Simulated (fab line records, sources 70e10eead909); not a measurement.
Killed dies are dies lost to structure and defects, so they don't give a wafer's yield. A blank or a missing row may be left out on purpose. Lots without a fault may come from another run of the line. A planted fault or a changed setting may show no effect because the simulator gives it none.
Chamber matching | flow nand_harc | NHARC_A_STAIRCASE_DESCUM_443 on rie_diel-02: 4 sister chambers
The step chemistry O2, time 3 s. 8 wafers are shown with their chamber, then 9 later ones without.

WAFERS WITH THEIR CHAMBER
wafer  | chamber | drypump_motor_current_A (A) | showerhead_plenum_p_Torr (Torr)
L077.1 | 3       | 5.2                         | 1.87
L083.3 | 3       | 5.2                         | 1.87
L086.1 | 1       | 6.3                         | 1.94
L086.4 | 2       | 6.3                         | 1.87
L086.5 | 0       | 5.1                         | 1.92
L091.1 | 2       | 6.4                         | 1.87
L091.3 | 1       | 6.4                         | 1.94
L091.4 | 0       | 5.1                         | 1.91

WAFERS WITHOUT THEIR CHAMBER
wafer  | drypump_motor_current_A (A) | showerhead_plenum_p_Torr (Torr)
L092.1 | 5.2                         | 1.86
L092.4 | 5.1                         | 1.91
L092.6 | 5.1                         | 1.91
L094.3 | 6.3                         | 1.87
L094.4 | 5.2                         | 1.86
L094.5 | 6.3                         | 1.87
L096.1 | 5.2                         | 1.85
L096.3 | 6.3                         | 1.86
L096.6 | 5.2                         | 1.85

WHICH CHAMBER EACH WENT THROUGH
wafer  | from the rows above | in truth
L092.1 | 3                   | 3
L092.4 | 0                   | 0
L092.6 | 0                   | 0
L094.3 | 2                   | 2
L094.4 | 3                   | 3
L094.5 | 2                   | 2
L096.1 | 3                   | 3
L096.3 | 2                   | 2
L096.6 | 3                   | 3
Placed correctly: 9 of 9. Can't be placed from these rows: 0. Placed wrongly: 0.
How it was worked out, from the rows above alone: a wafer's distance from a chamber is the root of the sum, over the readings, of the square of ((its reading less the chamber's mean) divided by the reading's scatter). The wafer belongs to the nearest chamber; if the next one is less than 2 further off, it can't be placed. A chamber's mean is the mean of its shown wafers. The scatter: the root of (the sum of the squares of (reading less its chamber's mean) over the shown wafers, divided by (wafers less chambers)).
